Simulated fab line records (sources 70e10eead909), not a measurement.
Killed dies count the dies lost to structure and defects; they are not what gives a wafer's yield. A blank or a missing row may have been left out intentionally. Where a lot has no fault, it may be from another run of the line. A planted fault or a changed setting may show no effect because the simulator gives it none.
fab line records / flow nandHarc
[record] lots = 7 wafers = 21 lastDay = 26
route steps=1159 shown A_STAIRCASE@710 END@1159
lots that met no fault: taken from a fault-free run of the same line
startH: hours from the record's opening day to when the first of the lot's shown wafers began / waitH: hours since the lot's step before / " repeats the value in the row above / L1.1+2: a single row standing in for several wafers / - value missing, or start not given / * or withheld: withheld / < > ~ a bound
route shown NAME@n: a module of which the file shows steps, and the number in the route of the first / usual: mean/standard deviation taken from wafers without a fault / same: alike in all rows / chamber/n: place in a boat / sites: readings site by site / _std_site: how widely they spread, as a standard deviation / _edge_site: the outer-site mean with the inner-site mean subtracted / radiusMm: how far each site lies from the wafer's centre / mask NAME#n: copy n / behind: tool/chamber where the wafer was last shaped / hold: the reason the lot was held/the length of the hold in hours/how it ended / device: names the non-switching transistor (n, p or np) / end of line: the same wafers' tests at the end of the route / a step with no rows: only its recipe / killed: count of dies lost to structure and defects at first sort (not the wafer's yield) / map: dies across one wafer; x = killed, . = not, _ = none there
set.NAME: the setting the step ran with; set.NAME@STEP: the setting that earlier step ran with / model.NAME: the simulator's own value behind a step, which no gauge read
a table for each step, a row for each wafer; lots at some steps of the route
services: a tool's chamber out of use, with start hour (startH, from the record's first day; less than 0 if before it), hours out, and reason
[[steps]]
[step NHARC_A_STAIRCASE_DEP_322]
[recipe] targetThkA = 38000 tempC = 400 targetThkNm = 3800 teosFlowSccm = 200 rfW = 500 material = SiO2
[usual] heaterPowerW = 682/80 rfFwdPowerW = 499.4/1.5
lot.wafer=L121.2 tool=pecvd-03 chamber=0 startH=305.57 waitH=0.2 heaterPowerW=804 rfFwdPowerW=498.7
lot.wafer=L121.6 tool=pecvd-03 chamber=2 startH=305.57 waitH=0.2 heaterPowerW=606 rfFwdPowerW=497.0
lot.wafer=L121.4 tool=pecvd-03 chamber=1 startH=305.57 waitH=0.2 heaterPowerW=661 rfFwdPowerW=501.8
lot.wafer=L122.1 tool=pecvd-03 chamber=2 startH=310.31 waitH=0.2 heaterPowerW=747 rfFwdPowerW=499.8
lot.wafer=L122.5 tool=pecvd-03 chamber=2 startH=310.31 waitH=0.2 heaterPowerW=626 rfFwdPowerW=498.8
lot.wafer=L122.6 tool=pecvd-03 chamber=0 startH=310.31 waitH=0.2 heaterPowerW=631 rfFwdPowerW=501.0
lot.wafer=L128.2 tool=pecvd-02 chamber=1 startH=360.51 waitH=0.1 heaterPowerW=698 rfFwdPowerW=501.6
lot.wafer=L128.1 tool=pecvd-02 chamber=0 startH=360.51 waitH=0.1 heaterPowerW=677 rfFwdPowerW=499.9
lot.wafer=L128.5 tool=pecvd-02 chamber=0 startH=360.51 waitH=0.1 heaterPowerW=643 rfFwdPowerW=500.7
lot.wafer=L129.1 tool=pecvd-01 chamber=1 startH=360.61 waitH=0.2 heaterPowerW=710 rfFwdPowerW=499.0
lot.wafer=L129.5 tool=pecvd-01 chamber=0 startH=360.61 waitH=0.2 heaterPowerW=639 rfFwdPowerW=498.8
lot.wafer=L129.6 tool=pecvd-01 chamber=2 startH=360.61 waitH=0.2 heaterPowerW=745 rfFwdPowerW=499.8
lot.wafer=L130.2 tool=pecvd-03 chamber=0 startH=360.70 waitH=0.3 heaterPowerW=741 rfFwdPowerW=495.7
lot.wafer=L130.6 tool=pecvd-03 chamber=2 startH=360.70 waitH=0.3 heaterPowerW=616 rfFwdPowerW=498.7
lot.wafer=L130.4 tool=pecvd-03 chamber=0 startH=360.70 waitH=0.3 heaterPowerW=648 rfFwdPowerW=497.8
lot.wafer=L133.2 tool=pecvd-03 chamber=0 startH=377.41 waitH=0.1 heaterPowerW=758 rfFwdPowerW=497.8
lot.wafer=L133.4 tool=pecvd-03 chamber=0 startH=377.41 waitH=0.1 heaterPowerW=631 rfFwdPowerW=499.0
lot.wafer=L133.5 tool=pecvd-03 chamber=2 startH=377.41 waitH=0.1 heaterPowerW=633 rfFwdPowerW=498.7
lot.wafer=L139.1 tool=pecvd-03 chamber=0 startH=422.77 waitH=0.1 heaterPowerW=785 rfFwdPowerW=501.1
lot.wafer=L139.2 tool=pecvd-03 chamber=1 startH=422.77 waitH=0.1 heaterPowerW=824 rfFwdPowerW=498.9
lot.wafer=L139.4 tool=pecvd-03 chamber=1 startH=422.77 waitH=0.1 heaterPowerW=660 rfFwdPowerW=499.1
[step NHARC_A_STAIRCASE_ANNEAL_323]
[recipe] tempC = 750 timeS = 1800
[step NHARC_A_STAIRCASE_DEP_325]
[recipe] targetThkA = 38000 tempC = 400 targetThkNm = 3800 teosFlowSccm = 200 rfW = 500 material = SiO2
[usual] heaterPowerW = 671/83 rfFwdPowerW = 499.4/1.3
lot.wafer=L121.2 tool=pecvd-03 chamber=2 startH=313.49 waitH=0.2 heaterPowerW=728 rfFwdPowerW=499.8
lot.wafer=L121.6 tool=pecvd-03 chamber=1 startH=313.49 waitH=0.2 heaterPowerW=664 rfFwdPowerW=497.7
lot.wafer=L121.4 tool=pecvd-03 chamber=2 startH=313.49 waitH=0.2 heaterPowerW=598 rfFwdPowerW=500.1
lot.wafer=L122.1 tool=pecvd-02 chamber=0 startH=319.12 waitH=0.3 heaterPowerW=627 rfFwdPowerW=497.9
lot.wafer=L122.5 tool=pecvd-02 chamber=1 startH=319.12 waitH=0.3 heaterPowerW=619 rfFwdPowerW=500.1
lot.wafer=L122.6 tool=pecvd-02 chamber=2 startH=319.12 waitH=0.3 heaterPowerW=520 rfFwdPowerW=498.8
lot.wafer=L128.2 tool=pecvd-02 chamber=1 startH=368.38 waitH=0.1 heaterPowerW=621 rfFwdPowerW=499.6
lot.wafer=L128.1 tool=pecvd-02 chamber=2 startH=368.38 waitH=0.1 heaterPowerW=675 rfFwdPowerW=498.1
lot.wafer=L128.5 tool=pecvd-02 chamber=0 startH=368.38 waitH=0.1 heaterPowerW=647 rfFwdPowerW=500.1
lot.wafer=L129.1 tool=pecvd-01 chamber=2 startH=368.57 waitH=0.3 heaterPowerW=911 rfFwdPowerW=501.1
lot.wafer=L129.5 tool=pecvd-01 chamber=2 startH=368.57 waitH=0.3 heaterPowerW=744 rfFwdPowerW=499.2
lot.wafer=L129.6 tool=pecvd-01 chamber=0 startH=368.57 waitH=0.3 heaterPowerW=649 rfFwdPowerW=501.6
lot.wafer=L130.2 tool=pecvd-03 chamber=1 startH=368.59 waitH=0.3 heaterPowerW=829 rfFwdPowerW=498.9
lot.wafer=L130.4 tool=pecvd-03 chamber=1 startH=368.59 waitH=0.3 heaterPowerW=668 rfFwdPowerW=498.7
lot.wafer=L130.6 tool=pecvd-03 chamber=2 startH=368.59 waitH=0.3 heaterPowerW=607 rfFwdPowerW=498.7
lot.wafer=L133.2 tool=pecvd-01 chamber=0 startH=387.25 waitH=0.3 heaterPowerW=755 rfFwdPowerW=498.1
lot.wafer=L133.4 tool=pecvd-01 chamber=2 startH=387.25 waitH=0.3 heaterPowerW=755 rfFwdPowerW=500.4
lot.wafer=L133.5 tool=pecvd-01 chamber=0 startH=387.25 waitH=0.3 heaterPowerW=641 rfFwdPowerW=498.0
lot.wafer=L139.1 tool=pecvd-03 chamber=0 startH=436.97 waitH=0.1 heaterPowerW=753 rfFwdPowerW=501.2
lot.wafer=L139.2 tool=pecvd-03 chamber=2 startH=436.97 waitH=0.1 heaterPowerW=693 rfFwdPowerW=498.9
lot.wafer=L139.4 tool=pecvd-03 chamber=2 startH=436.97 waitH=0.1 heaterPowerW=603 rfFwdPowerW=496.3
[step NHARC_A_STAIRCASE_ANNEAL_326]
[recipe] tempC = 750 timeS = 1800
[step NHARC_A_STAIRCASE_DEHYDRATE_433]
[recipe] tempC = 150 timeS = 120
[step NHARC_A_STAIRCASE_HMDS_434]
[recipe] timeS = 30
[step NHARC_A_STAIRCASE_COAT_435]
[recipe] spinRpm = 1200
[step NHARC_A_STAIRCASE_SOFTBAKE_436]
[recipe] tempC = 135 timeS = 170
[step NHARC_A_STAIRCASE_EBR_437]
[step NHARC_A_STAIRCASE_EXPOSE_438]
[recipe] na = 0.5 doseMj = 28.97 maskId = STAIR_REV
[usual] exposureDoseMJCm2 = 28.969/0.029
lot.wafer=L121.2 tool=krfScanner-01 chamber=0 startH=321.33 waitH=- mask=STAIR_REV#0 exposureDoseMJCm2=29.035
lot.wafer=L121.4 tool=krfScanner-01 chamber=0 startH=321.33 waitH=- mask=STAIR_REV#0 exposureDoseMJCm2=28.965
lot.wafer=L121.6 tool=krfScanner-01 chamber=0 startH=321.33 waitH=- mask=STAIR_REV#0 exposureDoseMJCm2=28.951
lot.wafer=L122.1 tool=krfScanner-03 chamber=0 startH=326.20 waitH=- mask=STAIR_REV#0 exposureDoseMJCm2=28.971
lot.wafer=L122.5 tool=krfScanner-03 chamber=0 startH=326.20 waitH=- mask=STAIR_REV#0 exposureDoseMJCm2=28.968
lot.wafer=L122.6 tool=krfScanner-03 chamber=0 startH=326.20 waitH=- mask=STAIR_REV#0 exposureDoseMJCm2=29.013
lot.wafer=L128.1 tool=krfScanner-03 chamber=0 startH=375.76 waitH=- mask=STAIR_REV#0 exposureDoseMJCm2=42.716
lot.wafer=L128.2 tool=krfScanner-03 chamber=0 startH=375.76 waitH=- mask=STAIR_REV#0 exposureDoseMJCm2=42.667
lot.wafer=L128.5 tool=krfScanner-03 chamber=0 startH=375.76 waitH=- mask=STAIR_REV#0 exposureDoseMJCm2=42.680
lot.wafer=L129.1 tool=krfScanner-03 chamber=0 startH=375.79 waitH=- mask=STAIR_REV#0 exposureDoseMJCm2=42.672
lot.wafer=L129.5 tool=krfScanner-03 chamber=0 startH=375.79 waitH=- mask=STAIR_REV#0 exposureDoseMJCm2=42.658
lot.wafer=L129.6 tool=krfScanner-03 chamber=0 startH=375.79 waitH=- mask=STAIR_REV#0 exposureDoseMJCm2=42.692
lot.wafer=L130.2 tool=krfScanner-04 chamber=0 startH=375.96 waitH=- mask=STAIR_REV#0 exposureDoseMJCm2=28.983
lot.wafer=L130.4 tool=krfScanner-04 chamber=0 startH=375.96 waitH=- mask=STAIR_REV#0 exposureDoseMJCm2=29.013
lot.wafer=L130.6 tool=krfScanner-04 chamber=0 startH=375.96 waitH=- mask=STAIR_REV#0 exposureDoseMJCm2=28.925
lot.wafer=L133.2 tool=krfScanner-03 chamber=0 startH=397.40 waitH=- mask=STAIR_REV#0 exposureDoseMJCm2=42.677
lot.wafer=L133.4 tool=krfScanner-03 chamber=0 startH=397.40 waitH=- mask=STAIR_REV#0 exposureDoseMJCm2=42.628
lot.wafer=L133.5 tool=krfScanner-03 chamber=0 startH=397.40 waitH=- mask=STAIR_REV#0 exposureDoseMJCm2=42.604
lot.wafer=L139.1 tool=krfScanner-01 chamber=0 startH=445.96 waitH=- mask=STAIR_REV#0 exposureDoseMJCm2=28.970
lot.wafer=L139.2 tool=krfScanner-01 chamber=0 startH=445.96 waitH=- mask=STAIR_REV#0 exposureDoseMJCm2=28.918
lot.wafer=L139.4 tool=krfScanner-01 chamber=0 startH=445.96 waitH=- mask=STAIR_REV#0 exposureDoseMJCm2=28.949
[step NHARC_A_STAIRCASE_PEB_439]
[recipe] pebTempC = 115 pebTimeS = 130
[step NHARC_END_SORT_01]
[recipe] tempC = 25
[usual] killedAtArray = 27/12 killedAtOther = 0.9/1.1 killedAtPeriphery = 3.2/2.4 killedDies = 31/12 killedOpen = 3.3/1.7 killedShort = 2.0/1.6
[same] grossDies = 677
lot.wafer=L128.1 tool=prober-02 chamber=0 startH=579.01 waitH=2.5 killedAtArray=46 killedAtOther=0 killedAtPeriphery=5 killedDies=51 killedOpen=4 killedShort=1
lot.wafer=L128.2 tool=prober-02 chamber=0 startH=579.82 waitH=2.8 killedAtArray=40 killedAtOther=0 killedAtPeriphery=5 killedDies=45 killedOpen=1 killedShort=3
lot.wafer=L128.5 tool=prober-02 chamber=0 startH=582.25 waitH=3.7 killedAtArray=38 killedAtOther=0 killedAtPeriphery=1 killedDies=39 killedOpen=5 killedShort=0
lot.wafer=L129.1 tool=prober-02 chamber=0 startH=586.87 waitH=2.5 killedAtArray=21 killedAtOther=0 killedAtPeriphery=0 killedDies=21 killedOpen=1 killedShort=4
lot.wafer=L129.5 tool=prober-02 chamber=0 startH=590.07 waitH=3.7 killedAtArray=18 killedAtOther=0 killedAtPeriphery=4 killedDies=22 killedOpen=6 killedShort=2
lot.wafer=L129.6 tool=prober-02 chamber=0 startH=590.87 waitH=4.0 killedAtArray=22 killedAtOther=0 killedAtPeriphery=2 killedDies=24 killedOpen=2 killedShort=1
// killed by level:class
L128.1 A_CHANNEL_HOLE_D1:chamberFilmFlake=20 A_SLIT:chamberFilmFlake=15 A_STAIRCASE:chamberFilmFlake=4 A_CHANNEL_FILL_D1:chamberFilmFlake=2 A_CONTACT:chamberFilmFlake=2 P_CONTACT:geometricParticle:open=1 P_M0:geometricParticle:open=1 P_M1:geometricParticle:open=1
L128.2 A_CHANNEL_HOLE_D1:chamberFilmFlake=19 A_SLIT:chamberFilmFlake=10 A_STAIRCASE:chamberFilmFlake=6 P_GATE:chamberFilmFlake=3 A_ONON_D1:geometricParticle:short=2 P_M1:geometricParticle:open=1 A_CHANNEL_FILL_D1:geometricParticle:short=1 P_M2:chamberFilmFlake=1
L128.5 A_CHANNEL_HOLE_D1:chamberFilmFlake=20 A_SLIT:chamberFilmFlake=10 A_STAIRCASE:chamberFilmFlake=4 A_CONTACT:geometricParticle:open=3 P_M1:geometricParticle:open=1 A_M0:geometricParticle:open=1
L129.1 A_CONTACT:chamberFilmFlake=7 A_CHANNEL_HOLE_D1:chamberFilmFlake=6 A_ONON_D1:geometricParticle:short=4 A_STAIRCASE:chamberFilmFlake=2 A_CHANNEL_FILL_D1:geometricParticle:open=1 A_WL_FILL:chamberFilmFlake=1
L129.5 A_CHANNEL_HOLE_D1:chamberFilmFlake=4 A_CONTACT:chamberFilmFlake=4 A_BLC:geometricParticle:open=3 A_ONON_D1:geometricParticle:open=2 P_M0:chamberFilmFlake=2 A_STAIRCASE:chamberFilmFlake=2 P_GATE:geometricParticle:short=1 A_CHANNEL_FILL_D1:geometricParticle:open=1
L129.6 A_CHANNEL_HOLE_D1:chamberFilmFlake=7 A_CONTACT:chamberFilmFlake=7 A_STAIRCASE:chamberFilmFlake=5 P_CONTACT:geometricParticle:open=1 P_CONTACT:geometricParticle:short=1 A_CHANNEL_HOLE_D1:geometricParticle:open=1 A_CHANNEL_FILL_D1:chamberFilmFlake=1 A_WL_FILL:chamberFilmFlake=1
[[services]]
tool=pecvd-03 chamber=- startH=292.23 hours=13.0 kind=pm
tool=pecvd-03 chamber=0 startH=292.23 hours=13.0 kind=ventCycle
tool=pecvd-03 chamber=1 startH=292.23 hours=13.0 kind=ventCycle
tool=pecvd-03 chamber=2 startH=292.23 hours=13.0 kind=ventCycle
tool=krfScanner-04 chamber=- startH=298.00 hours=4.0 kind=pm
tool=pecvd-03 chamber=0 startH=305.23 hours=- kind=clean
tool=pecvd-03 chamber=1 startH=305.23 hours=- kind=clean
tool=pecvd-03 chamber=2 startH=305.23 hours=- kind=clean
tool=pecvd-02 chamber=- startH=334.47 hours=13.0 kind=pm
tool=pecvd-02 chamber=0 startH=334.47 hours=13.0 kind=ventCycle
tool=pecvd-02 chamber=1 startH=334.47 hours=13.0 kind=ventCycle
tool=pecvd-02 chamber=2 startH=334.47 hours=13.0 kind=ventCycle
tool=krfScanner-03 chamber=- startH=340.01 hours=4.0 kind=pm
tool=pecvd-03 chamber=0 startH=344.95 hours=10.4 kind=repair
tool=pecvd-02 chamber=0 startH=347.47 hours=- kind=clean
tool=pecvd-02 chamber=1 startH=347.47 hours=- kind=clean
tool=pecvd-02 chamber=2 startH=347.47 hours=- kind=clean
tool=pecvd-01 chamber=2 startH=389.13 hours=18.7 kind=repair
tool=pecvd-03 chamber=- startH=391.36 hours=1.3 kind=repair
tool=pecvd-01 chamber=2 startH=412.07 hours=6.6 kind=repair
tool=pecvd-01 chamber=- startH=418.40 hours=13.0 kind=pm
tool=krfScanner-01 chamber=- startH=428.00 hours=4.0 kind=pm
tool=krfScanner-03 chamber=- startH=432.30 hours=0.8 kind=repair
tool=krfScanner-04 chamber=- startH=445.10 hours=2.4 kind=repair
[[key]]
[firstSign] step = NHARC_A_STAIRCASE_EXPOSE_438 reading = exposureDoseMJCm2 direction = up sigmas = 99+ usual = 28.969 struck = 42.666
effect none on later readings
metAt NHARC_A_STAIRCASE_EXPOSE_438
struckWafers L128.1,L128.2,L128.5,L129.1,L129.5,L129.6,L133.2,L133.4,L133.5
testerLeftOut L128,L129,L133
[fault] kind = processParameterDrift tool = krfScanner-03 chamber = - onsetH = 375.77 steps = NHARC_A_STAIRCASE_EXPOSE_438 channel = doseMj offset = 13.705 shape = step actsIn = theseRecipesOnly stated = 28.97
// testerLeftOut: of these lots the tester's yield and bins aren't shown, on N5 and GAA mostly nor the transistor test; their killed dies are dies lost to structure and defects alone, not to doping, threshold or leakage, so they don't give the yield
